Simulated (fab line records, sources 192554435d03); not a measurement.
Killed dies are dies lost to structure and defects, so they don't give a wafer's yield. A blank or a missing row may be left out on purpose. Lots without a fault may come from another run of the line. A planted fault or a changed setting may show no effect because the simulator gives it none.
Chamber matching | flow n5_finfet | N5_BEOL_M8_DEP_56 on pecvd-04: 3 sister chambers
The step deposits SiCN from 3MS/NH3, target thk 10 nm, time 17.5 s. 20 wafers are shown with their chamber, then 10 later ones without.

WAFERS WITH THEIR CHAMBER
wafer  | chamber | showerhead_plenum_p_Torr (Torr) | rf_fwd_power_W (W) | throttle_valve_pct (%)
L077.2 | 2       | 3.669                           | 200.1              | 9.4
L077.3 | 0       | 3.630                           | 198.9              | 9.4
L077.5 | 2       | 3.655                           | 198.7              | 9.4
L075.2 | 1       | 3.653                           | 198.8              | 9.3
L075.3 | 2       | 3.665                           | 200.0              | 9.3
L075.5 | 0       | 3.640                           | 198.6              | 9.4
L079.1 | 0       | 3.635                           | 199.4              | 9.1
L079.3 | 2       | 3.662                           | 200.1              | 9.2
L079.4 | 1       | 3.648                           | 198.4              | 9.3
L078.3 | 1       | 3.645                           | 199.9              | 9.1
L078.4 | 0       | 3.631                           | 197.6              | 9.4
L078.6 | 2       | 3.672                           | 200.9              | 9.3
L081.4 | 1       | 3.646                           | 198.2              | 9.1
L081.5 | 0       | 3.631                           | 199.2              | 9.0
L081.6 | 2       | 3.671                           | 200.2              | 9.2
L087.2 | 2       | 3.662                           | 200.0              | 9.3
L087.3 | 2       | 3.661                           | 199.9              | 9.4
L087.4 | 1       | 3.647                           | 199.3              | 9.3
L088.1 | 2       | 3.671                           | 199.7              | 9.3
L088.3 | 2       | 3.668                           | 199.0              | 9.3

SIGNATURES (means of the wafers above)
reading                  | chamber 0 | chamber 1 | chamber 2 | scatter within a chamber
showerhead_plenum_p_Torr | 3.63340   | 3.64780   | 3.66560   | 0.00476
rf_fwd_power_W           | 198.740   | 198.920   | 199.860   | 0.658
throttle_valve_pct       | 9.260     | 9.220     | 9.310     | 0.121
Rule: a wafer's distance from a chamber is the root of the sum, over the readings, of the square of ((its reading less the chamber's mean) divided by the reading's scatter). The wafer belongs to the nearest chamber; if the next one is less than 2 further off, it can't be placed. The scatter: the root of (the sum of the squares of (reading less its chamber's mean) over the shown wafers, divided by (wafers less chambers)).

WAFERS WITHOUT THEIR CHAMBER
wafer  | showerhead_plenum_p_Torr (Torr) | rf_fwd_power_W (W) | throttle_valve_pct (%)
L088.5 | 3.642                           | 199.8              | 9.3
L089.2 | 3.650                           | 198.9              | 9.2
L089.4 | 3.664                           | 200.2              | 9.2
L089.5 | 3.626                           | 198.4              | 9.0
L091.2 | 3.637                           | 199.2              | 9.0
L091.4 | 3.632                           | 199.4              | 9.0
L091.5 | 3.674                           | 200.4              | 9.3
L095.3 | 3.632                           | 198.3              | 8.9
L095.4 | 3.658                           | 199.6              | 9.4
L095.5 | 3.627                           | 199.6              | 8.9

WHICH CHAMBER EACH WENT THROUGH
wafer  | from the rows above     | in truth
L088.5 | can't be placed: 1 or 0 | 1
L089.2 | 1                       | 1
L089.4 | 2                       | 2
L089.5 | 0                       | 0
L091.2 | can't be placed: 0 or 1 | 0
L091.4 | can't be placed: 0 or 1 | 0
L091.5 | 2                       | 2
L095.3 | can't be placed: 0 or 1 | 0
L095.4 | can't be placed: 2 or 1 | 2
L095.5 | can't be placed: 0 or 1 | 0
Placed correctly: 4 of 10. Can't be placed from these rows: 6 (the true chamber is among the candidates in 6). Placed wrongly: 0.
